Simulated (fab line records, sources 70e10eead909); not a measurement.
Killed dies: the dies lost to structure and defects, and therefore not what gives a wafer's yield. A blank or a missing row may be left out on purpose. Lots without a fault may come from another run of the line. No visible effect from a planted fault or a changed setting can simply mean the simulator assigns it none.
Matching of chambers | flow nand-harc | 3 sister chambers for NHARC_A_CONTACT_DEP_58 on pecvd-01
The step deposits SiON, target thk 90 nm. 3 wafers are shown with their chamber, then 12 later ones without.

## EACH WAFER AND ITS CHAMBER
wafer  | chamber | heater-power-w (W)
L089.2 | 1       | 725
L092.1 | 2       | 756
L092.4 | 0       | 1012

## WAFERS WHOSE CHAMBER IS MISSING
wafer  | heater-power-w (W)
L093.1 | 754
L093.2 | 722
L093.4 | 726
L094.1 | 829
L094.2 | 876
L094.5 | 616
L097.2 | 749
L097.5 | 764
L097.6 | 729
L096.1 | 811
L096.2 | 746
L096.6 | 752

## WHICH CHAMBER EACH WENT THROUGH
wafer  | from the rows above          | in truth
L093.1 | can't be placed: 2 or 1      | 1
L093.2 | can't be placed: 1 or 2      | 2
L093.4 | can't be placed: 1 or 2      | 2
L094.1 | can't be placed: 2 or 1      | 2
L094.2 | can't be placed: 2 or 0 or 1 | 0
L094.5 | can't be placed: 1 or 2      | 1
L097.2 | can't be placed: 2 or 1      | 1
L097.5 | can't be placed: 2 or 1      | 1
L097.6 | can't be placed: 1 or 2      | 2
L096.1 | can't be placed: 2 or 1      | 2
L096.2 | can't be placed: 2 or 1      | 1
L096.6 | can't be placed: 2 or 1      | 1
0 of 12 placed correctly. Not placeable from these rows: 12 (in 12, the candidates include the true chamber). Number placed wrongly: 0.
How it was worked out, from the rows above alone: a wafer's distance from a chamber is the root of the sum, over the readings, of the square of ((its reading less the chamber's mean) divided by the reading's scatter). If the next closest chamber is less than 2 further off than the closest, the wafer can't be placed; otherwise it belongs to the closest. For every chamber, the mean is computed from those of its wafers that are shown. The scatter: root of mean squared gap, hidden wafer to nearest shown wafer, with one shown wafer a chamber.
